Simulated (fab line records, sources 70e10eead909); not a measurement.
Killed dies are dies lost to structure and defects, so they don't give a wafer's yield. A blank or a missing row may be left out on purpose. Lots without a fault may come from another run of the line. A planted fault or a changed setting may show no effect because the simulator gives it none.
Chamber matching | flow nand_harc | NHARC_A_CONTACT_ETCH_102 on rie_diel-06: 4 sister chambers
The step etches the open film in CF4/O2, target depth 100 nm, overetch 10 nm, time 55 s. 4 wafers are shown with their chamber, then 12 later ones without.

WAFERS WITH THEIR CHAMBER
wafer  | chamber | drypump_motor_current_A (A)
L085.5 | 0       | 5.9
L088.1 | 3       | 5.6
L088.3 | 1       | 5.4
L088.4 | 2       | 5.6

WAFERS WITHOUT THEIR CHAMBER
wafer  | drypump_motor_current_A (A)
L091.3 | 5.9
L091.5 | 5.6
L091.6 | 5.9
L096.1 | 5.9
L096.3 | 5.4
L096.6 | 5.9
L095.2 | 5.9
L095.3 | 5.4
L095.6 | 5.9
L097.2 | 5.5
L097.5 | 5.6
L097.6 | 5.6

WHICH CHAMBER EACH WENT THROUGH
wafer  | from the rows above          | in truth
L091.3 | 0                            | 0
L091.5 | can't be placed: 2 or 3      | 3
L091.6 | 0                            | 0
L096.1 | 0                            | 0
L096.3 | 1                            | 1
L096.6 | 0                            | 0
L095.2 | 0                            | 0
L095.3 | 1                            | 1
L095.6 | 0                            | 0
L097.2 | can't be placed: 1 or 2 or 3 | 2
L097.5 | can't be placed: 2 or 3      | 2
L097.6 | can't be placed: 2 or 3      | 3
Placed correctly: 8 of 12. Can't be placed from these rows: 4 (the true chamber is among the candidates in 4). Placed wrongly: 0.
How it was worked out, from the rows above alone: a wafer's distance from a chamber is the root of the sum, over the readings, of the square of ((its reading less the chamber's mean) divided by the reading's scatter). The wafer belongs to the nearest chamber; if the next one is less than 2 further off, it can't be placed. A chamber's mean is the mean of its shown wafers. The scatter: with one shown wafer a chamber, the root of the mean of the squares of how far each hidden wafer lies from its nearest shown one.
